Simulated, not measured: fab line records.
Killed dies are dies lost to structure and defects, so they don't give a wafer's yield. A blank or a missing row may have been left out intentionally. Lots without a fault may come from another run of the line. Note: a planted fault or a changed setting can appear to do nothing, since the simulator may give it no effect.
Chamber matching || flow nand-harc || NHARC_P_GATE_DESCUM_48 on rie-diel-01: 4 sister chambers
The step chemistry O2, time 3 s. 4 wafers are shown with their chamber, then 10 later ones without.

EACH WAFER AND ITS CHAMBER
{"wafer": "L078.1", "chamber": 0, "showerhead-plenum-p-Torr (Torr)": 1.84}
{"wafer": "L083.6", "chamber": 3, "showerhead-plenum-p-Torr (Torr)": 1.80}
{"wafer": "L084.1", "chamber": 2, "showerhead-plenum-p-Torr (Torr)": 2.00}
{"wafer": "L084.4", "chamber": 1, "showerhead-plenum-p-Torr (Torr)": 2.02}

WAFERS WITHOUT THEIR CHAMBER
{"wafer": "L084.5", "showerhead-plenum-p-Torr (Torr)": 2.02}
{"wafer": "L087.1", "showerhead-plenum-p-Torr (Torr)": 1.99}
{"wafer": "L087.2", "showerhead-plenum-p-Torr (Torr)": 2.02}
{"wafer": "L087.3", "showerhead-plenum-p-Torr (Torr)": 1.84}
{"wafer": "L089.2", "showerhead-plenum-p-Torr (Torr)": 1.99}
{"wafer": "L089.4", "showerhead-plenum-p-Torr (Torr)": 1.84}
{"wafer": "L089.5", "showerhead-plenum-p-Torr (Torr)": 1.99}
{"wafer": "L095.1", "showerhead-plenum-p-Torr (Torr)": 1.99}
{"wafer": "L095.2", "showerhead-plenum-p-Torr (Torr)": 1.80}
{"wafer": "L095.6", "showerhead-plenum-p-Torr (Torr)": 1.99}

CHAMBER TAKEN BY EACH
{"wafer": "L084.5", "from the rows above": 1, "in truth": 1}
{"wafer": "L087.1", "from the rows above": 2, "in truth": 2}
{"wafer": "L087.2", "from the rows above": 1, "in truth": 1}
{"wafer": "L087.3", "from the rows above": 0, "in truth": 0}
{"wafer": "L089.2", "from the rows above": 2, "in truth": 2}
{"wafer": "L089.4", "from the rows above": 0, "in truth": 0}
{"wafer": "L089.5", "from the rows above": 2, "in truth": 2}
{"wafer": "L095.1", "from the rows above": 2, "in truth": 2}
{"wafer": "L095.2", "from the rows above": 3, "in truth": 3}
{"wafer": "L095.6", "from the rows above": 2, "in truth": 2}
Placed correctly: 10 of 10. Number that these rows cannot place: 0. Number placed wrongly: 0.
How it was worked out, from the rows above alone: a wafer's distance from a chamber is the root of the sum, over the readings, of the square of ((its reading less the chamber's mean) divided by the reading's scatter). The wafer belongs to the nearest chamber; if the next one is less than 2 further off, it can't be placed. A chamber's mean is the mean of its shown wafers. The scatter: root of mean squared gap, hidden wafer to nearest shown wafer, with one shown wafer a chamber.
